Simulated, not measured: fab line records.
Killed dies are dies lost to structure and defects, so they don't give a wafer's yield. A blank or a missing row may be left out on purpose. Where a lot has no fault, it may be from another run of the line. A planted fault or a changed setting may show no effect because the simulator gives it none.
fab line records | flow n5_finfet
[record] lots = 7 wafers = 39
route steps=1938 shown BEOL_M11@1587 BEOL_M12@1656 BEOL_M15@1809
start_h: hours from the record's first day to the start of the lot's first wafer shown | wait_h: hours from the lot's prior step to this one | " unchanged from the row above | L1.1+2: several wafers, shown together as one row | - no value present, or no start provided | * or withheld: withheld | < > ~ a bound
route shown NAME@n: NAME is a module with steps in the file, n the number in the route of the first one | usual: the fault-free wafers' mean and standard deviation | same: alike in all rows | chamber/n: place in a boat | sites: per-site readings | _std_site: how widely they spread, as a standard deviation | _edge_site: inner sites' mean taken away from outer sites' mean | radius_mm: how far each site lies from the wafer's centre | mask NAME#n: copy n | behind: the tool/chamber that last shaped the wafer | hold: cause of the lot's hold/its duration in hours/its outcome | device: the n, p or np transistor that did not switch | end of line: tests of these same wafers at the route's end | a step given without rows: its recipe and nothing more | killed: the dies lost at the first sort to structure and to defects; this is not the yield of the wafer | map: a wafer's dies, marking killed ones x, the rest . and places with no die _
set.NAME: setting as actually run; set.NAME@STEP: the setting as run at that earlier step | model.NAME: the simulator's own value behind a step, which no gauge read
lots where settings were altered on purpose, with a table for each step and a row for each wafer
[[steps]]
[step N5_BEOL_M11_CURE_72]
[recipe] temp_c = 370 time_s = 120 ambient = DMADMS/He material = SiCOH_lowk
[usual] lamp_power_pct = 52.32/0.052
// columns lot.wafer tool chamber start_h wait_h set.time_s lamp_power_pct
L076.1 uv_cure-01 0 237.20 0.0 96.45 52.30
L076.2 " 0 " " 120 52.41
L076.3 " 0 " " 120 52.32
L076.4 " 0 " " 96.45 52.30
L076.5 " 0 " " 120 52.36
L076.6 " 0 " " 96.45 52.28
L077.1 uv_cure-01 0 237.65 0.0 185.6 49.49
L077.2 " 0 " " 120 52.21
L077.3 " 0 " " 185.6 49.49
L077.4 " 0 " " 185.6 49.50
L077.5 " 0 " " 120 52.40
L077.6 " 0 " " 120 52.33
L080.1 uv_cure-03 0 259.73 0.0 187.3 52.28
L080.2 " 0 " " 120 52.27
L080.3 " 0 " " 187.3 52.26
L080.4 " 0 " " 120 52.29
L080.5 " 0 " " 120 52.37
L080.6 " 0 " " 187.3 52.28
L082.1 uv_cure-01 0 266.67 0.0 120 52.39
L082.2 " 0 " " 120 52.28
L082.3 " 0 " " 83.03 52.25
L082.4 " 0 " " 83.03 52.31
L082.5 " 0 " " 83.03 52.30
L082.6 " 0 " " 120 52.26
L089.1 uv_cure-02 0 315.42 0.0 163.9 50.40
L089.2 " 0 " " 163.9 50.41
L089.3 " 0 " " 120 52.46
L089.4 " 0 " " 120 52.35
L089.5 " 0 " " 120 52.30
L089.6 " 0 " " 163.9 50.49
L096.3 uv_cure-02 1 389.09 0.2 120 52.29
L096.5 " 1 " " 120 52.27
L096.6 " 1 " " 120 52.25
L097.1 uv_cure-03 0 411.37 0.0 120 52.42
L097.2 " 0 " " 120 52.34
L097.3 " 0 " " 120 52.31
L097.4 " 0 " " 120 52.36
L097.5 " 0 " " 120 52.44
L097.6 " 0 " " 120 52.32
[step N5_BEOL_M12_DEP_53]
[recipe] material = SiCN target_thk_a = 300 temp_c = withheld precursor = 3MS/NH3 pressure_torr = 3 rf_w = 675 time_s = 10.5
// columns lot.wafer tool chamber start_h wait_h set.target_thk_a model.SiCN_of_BEOL_M12_DEP_53.thk_nm
L076.1 pecvd-02 0 244.47 0.0 300 30.2
L076.2 " 2 " " 300 29.4
L076.3 " 1 " " 300 29.6
L076.4+5 " 1,2 " " 300 30
L076.6 " 0 " " 300 30.8
L077.1 pecvd-04 0 244.62 0.0 148.3 14.8
L077.2 " 2 " " 300 30
L077.3 " 1 " " 300 29.6
L077.4 " 2 " " 148.3 15.4
L077.5 " 0 " " 148.3 15.2
L077.6 " 1 " " 300 30.6
L080.1 pecvd-01 1 266.75 0.0 300 29.6
L080.2 " 2 " " 300 30.4
L080.3 " 0 " " 210.6 21.2
L080.4 " 2 " " 210.6 22
L080.5 " 0 " " 210.6 21.8
L080.6 " 1 " " 300 30.2
L082.1+5 pecvd-04 0,1 273.49 0.0 300 30.4
L082.2+4 " 2 " " 127.3 13
L082.3 " 1 " " 300 30.2
L082.6 " 0 " " 127.3 13.4
L089.1 pecvd-04 0 325.39 0.0 300 29.8
L089.2 " 1 " " 300 29.4
L089.3 " 2 " " 446.5 44.2
L089.4 " 1 " " 446.5 44.6
L089.5 " 0 " " 300 30
L089.6 " 2 " " 446.5 45.2
L096.3 pecvd-01 2 398.47 0.0 300 30
L096.5 " 2 " " 300 31
L096.6 " 0 " " 300 31.2
L097.1 pecvd-01 0 428.17 0.0 300 29.6
L097.2 " 1 " " 382.4 37.4
L097.3 " 2 " " 300 30.6
L097.4+5 " 1,0 " " 382.4 38.4
L097.6 " 2 " " 300 30.4
[step N5_BEOL_M15_TRENCH_ETCH_34]
[recipe] chemistry = C4F8/O2/Ar target = SiO2 target_depth_a = 8729.3 he_inner_torr = 15 he_outer_torr = 30 time_s = 199 ion_energy_ev = 800 pressure_mtorr = 20 source_w = 1905 bias_w = 2040 Ar_flow_sccm = 400 C4F8_flow_sccm = 16 O2_flow_sccm = 12
// columns lot.wafer tool chamber start_h wait_h set.time_s model.etch.depth_nm model.coat_of_BEOL_M15_COAT_22.thk_nm
L076.1 rie_diel-06 1 256.99 0.0 97.07 429.7 631.2
L076.2 " 2 " " 199 863.1 546.4
L076.3 " 3 " " 199 905 538.4
L076.4 " 2 " " 97.07 419.3 635.8
L076.5 " 3 " " 97.07 437.3 631.6
L076.6 " 1 " " 199 885.3 541.2
L077.1 rie_diel-02 2 260.39 0.0 142.1 632.4 592.8
L077.2 " 0 " " 142.1 604.6 601.4
L077.3 " 1 " " 199 879.4 545
L077.4 " 3 " " 199 860.5 549.2
L077.5 " 2 " " 199 889.2 539.4
L077.6 " 3 " " 142.1 609.8 597.8
L080.1 rie_diel-04 0 282.75 0.0 199 887.1 537.4
L080.2 " 1 " " 199 875 536.8
L080.3 " 2 " " 199 889.3 534
L080.4 " 3 " " 104.7 461.6 624.8
L080.5 " 3 " " 104.7 462.9 620.6
L080.6 " 2 " " 104.7 469.8 622.2
L082.1 rie_diel-04 2 289.19 0.0 85.75 379.8 636
L082.2 " 1 " " 199 865.6 533.8
L082.3 " 3 " " 199 872 535.6
L082.4 " 0 " " 85.75 381.7 631.8
L082.5 " 3 " " 85.75 376.1 637.2
L082.6 " 2 " " 199 881.1 530.6
L089.1 rie_diel-04 1 340.11 0.0 199 863.5 541
L089.2 " 3 " " 199 873.2 540.6
L089.3 " 2 " " 199 885.9 536.6
L089.4 " 0 " " 199 896.2 537.6
L089.5 " 0 " " 199 880.5 540.8
L089.6 " 3 " " 199 873 538.4
L096.3 rie_diel-06 1 416.19 0.0 199 865.9 540.4
L096.5 " 0 " " 199 877.5 538.4
L096.6 " 1 " " 199 871.6 538.4
L097.1 rie_diel-04 3 442.37 0.0 199 874.8 542.6
L097.2 " 2 " " 199 883.9 543.2
L097.3 " 0 " " 199 876.9 547.2
L097.4 " 1 " " 199 864 543.2
L097.5 " 2 " " 199 879.5 542.6
L097.6 " 3 " " 199 877.8 541.8
[step N5_BEOL_M15_STRIP_36]
[recipe] chemistry = O2 power_w = 600 temp_c = 60 pressure_mtorr = 30 rf_frequency_hz = 6e+07 bias_power_w = 0 overash_fraction = 0.3 o2_flow_sccm = 225
[step N5_BEOL_M15_ECD_47]
[recipe] material = Cu target_thk_a = 18600
[step N5_BEOL_M15_ANNEAL_48]
[recipe] temp_c = 225 time_s = 90 ambient = N2
[step N5_BEOL_M15_CMP_49]
[recipe] stop_on = SiO2 t_overpolish_s = 4.9 down_force_psi = 2 platen_rpm = 80 clearing_platen_down_force_psi = 2 clearing_platen_rpm = 80 post_cmp_clean = cu_alkaline target_thk_nm = 850 clearing_platen_pad_velocity_m_s = 1.5917 pad_velocity_m_s = 1.5917
// columns lot.wafer tool chamber start_h wait_h set.time_s@BEOL_M15_TRENCH_ETCH_34 model.Cu_of_BEOL_M15_ECD_47.thk_nm
L076.3 cmp-01 3 260.37 0.2 199 883.2
L076.1 " 0 " " 97.07 407.6
L076.2 " 1 " " 199 840.4
L076.4 " 2 " " 97.07 398.8
L076.5 " 3 " " 97.07 416
L076.6 " 0 " " 199 862.2
L077.2 cmp-03 0 264.98 0.2 142.1 581
L077.4 " 1 " " 199 837
L077.3 " 2 " " 199 855.2
L077.1 " 3 " " 142.1 609.2
L077.5 " 0 " " 199 866
L077.6 " 1 " " 142.1 585.6
L080.4 cmp-04 3 289.11 0.1 104.7 438
L080.1 " 0 " " 199 864.6
L080.3 " 1 " " 199 865.4
L080.2 " 2 " " 199 852.6
L080.6 " 3 " " 104.7 446.8
L080.5 " 0 " " 104.7 439
L082.3 cmp-01 3 292.46 0.2 199 849.8
L082.2 " 0 " " 199 843.8
L082.1 " 1 " " 85.75 356.8
L082.4 " 2 " " 85.75 359.2
L082.5 " 3 " " 85.75 354
L082.6 " 0 " " 199 859.4
L089.2 cmp-01 1 343.33 0.2 199 850.4
L089.1 " 2 " " 199 841.8
L089.4 " 3 " " 199 874.4
L089.3 " 0 " " 199 862.8
L089.5 " 1 " " 199 857.2
L089.6 " 2 " " 199 850.8
L096.3 cmp-04 0 420.30 0.2 199 842
L096.5 " 2 " " 199 853.4
L096.6 " 3 " " 199 848.2
L097.4 cmp-03 2 445.15 0.1 199 839.6
L097.3 " 3 " " 199 853.8
L097.1 " 0 " " 199 851.6
L097.2 " 1 " " 199 860.6
L097.6 " 2 " " 199 854.6
L097.5 " 3 " " 199 856.8
[step N5_BEOL_M15_THK_MEAS_50]
[recipe] thk_meas_gauge = xrf reads = Cu_of_BEOL_M15_ECD_47
[usual] M15_THK = 841/16
// columns lot.wafer tool chamber start_h wait_h set.time_s@BEOL_M15_TRENCH_ETCH_34 M15_THK[nm]
L076.1 film_metro-01 - 260.66 - 97.07 398
L076.2 " - " " 199 817
L076.3 " - " " 199 862
L076.4 " - " " 97.07 390
L076.5 " - " " 97.07 405
L076.6 " - " " 199 840
L077.1 film_metro-02 - 265.27 - 142.1 611
L077.2 " - " " 142.1 581
L077.3 " - " " 199 853
L077.4 " - " " 199 836
L077.5 " - " " 199 866
L077.6 " - " " 142.1 587
L080.1 film_metro-01 - 289.40 - 199 850
L080.2 " - " " 199 835
L080.3 " - " " 199 852
L080.4 " - " " 104.7 430
L080.5 " - " " 104.7 432
L080.6 " - " " 104.7 440
L082.1 film_metro-01 - 292.75 - 85.75 352
L082.2 " - " " 199 827
L082.3 " - " " 199 831
L082.4 " - " " 85.75 354
L082.5 " - " " 85.75 348
L082.6 " - " " 199 844
L089.1 film_metro-02 - 343.63 - 199 837
L089.2 " - " " 199 845
L089.3 " - " " 199 858
L089.4 " - " " 199 862
L089.5 " - " " 199 851
L089.6 " - " " 199 839
L096.3 film_metro-01 - 420.52 - 199 826
L096.5 " - " " 199 839
L096.6 " - " " 199 832
L097.1 film_metro-02 - 445.44 - 199 849
L097.2 " - " " 199 861
L097.3 " - " " 199 856
L097.4 " - " " 199 834
L097.5 " - " " 199 859
L097.6 " - " " 199 854
[step N5_BEOL_M15_PRE_CLEAN_52]
[recipe] gas = NH3 time_s = 15 temp_c = withheld rf_power_w = 300
[step N5_BEOL_M15_DEP_53]
[recipe] material = SiCN target_thk_a = 500 temp_c = withheld precursor = 3MS/NH3 pressure_torr = 3 rf_w = 675 time_s = 17.8
[step N5_BEOL_M15_RS_MEAS_54]
[recipe] thk_meas_gauge = four-point-probe reads = Cu_of_BEOL_M15_ECD_47+Ta_of_BEOL_M15_SPUTTER_44+TaN_of_BEOL_M15_SPUTTER_43
[usual] M15_RS = 0.0216/0.00039
// columns lot.wafer tool chamber start_h wait_h set.time_s@BEOL_M15_TRENCH_ETCH_34 M15_RS[ohm/sq]
L076.1 film_metro-01 - 260.79 0.0 97.07 0.0459
L076.2 " - " " 199 0.0219
L076.3 " - " " 199 0.0208
L076.4 " - " " 97.07 0.0467
L076.5 " - " " 97.07 0.0448
L076.6 " - " " 199 0.0212
L077.1 film_metro-01 - 265.40 0.0 142.1 0.0303
L077.2 " - " " 142.1 0.0318
L077.3 " - " " 199 0.0215
L077.4 " - " " 199 0.0219
L077.5 " - " " 199 0.0212
L077.6 " - " " 142.1 0.0316
L080.1 film_metro-02 - 289.53 0.0 199 0.0212
L080.2 " - " " 199 0.0215
L080.3 " - " " 199 0.0212
L080.4 " - " " 104.7 0.0425
L080.5 " - " " 104.7 0.0424
L080.6 " - " " 104.7 0.0416
L082.1 film_metro-01 - 292.88 0.0 85.75 0.0527
L082.2 " - " " 199 0.0218
L082.3 " - " " 199 0.0216
L082.4 " - " " 85.75 0.0523
L082.5 " - " " 85.75 0.0531
L082.6 " - " " 199 0.0214
L089.1 film_metro-01 - 343.76 0.0 199 0.0218
L089.2 " - " " 199 0.0216
L089.3 " - " " 199 0.0213
L089.4 " - " " 199 0.0210
L089.5 " - " " 199 0.0214
L089.6 " - " " 199 0.0215
L096.3 film_metro-01 - 420.65 0.1 199 0.0218
L096.5 " - " " 199 0.0215
L096.6 " - " " 199 0.0216
L097.1 film_metro-01 - 445.57 0.0 199 0.0216
L097.2 " - " " 199 0.0214
L097.3 " - " " 199 0.0215
L097.4 " - " " 199 0.0219
L097.5 " - " " 199 0.0214
L097.6 " - " " 199 0.0215
[[key]]
[split] step = N5_BEOL_M11_CURE_72 setting = time_s stated = 120 by = wafer
[response] step = N5_BEOL_M11_CURE_72 reading = lamp_power_pct shape = bent at_lowest = * at_stated = * at_highest = *
[split] step = N5_BEOL_M12_DEP_53 setting = target_thk_a stated = 300 by = wafer
[response] step = N5_BEOL_M12_DEP_53 reading = model.SiCN_of_BEOL_M12_DEP_53.thk_nm change = +0.297 per = 1% r = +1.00
[split] step = N5_BEOL_M15_TRENCH_ETCH_34 setting = time_s stated = 199 by = wafer
[response] step = N5_BEOL_M15_TRENCH_ETCH_34 reading = model.etch.depth_nm change = +8.82 per = 1% r = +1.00
[response] step = N5_BEOL_M15_TRENCH_ETCH_34 reading = model.coat_of_BEOL_M15_COAT_22.thk_nm change = -1.8 per = 1% r = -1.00
[response] step = N5_BEOL_M15_CMP_49 reading = model.Cu_of_BEOL_M15_ECD_47.thk_nm change = +8.82 per = 1% r = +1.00
[response] step = N5_BEOL_M15_THK_MEAS_50 reading = M15_THK change = +8.63 per = 1% r = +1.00
[response] step = N5_BEOL_M15_RS_MEAS_54 reading = M15_RS change = -0.000481 per = 1% r = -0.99
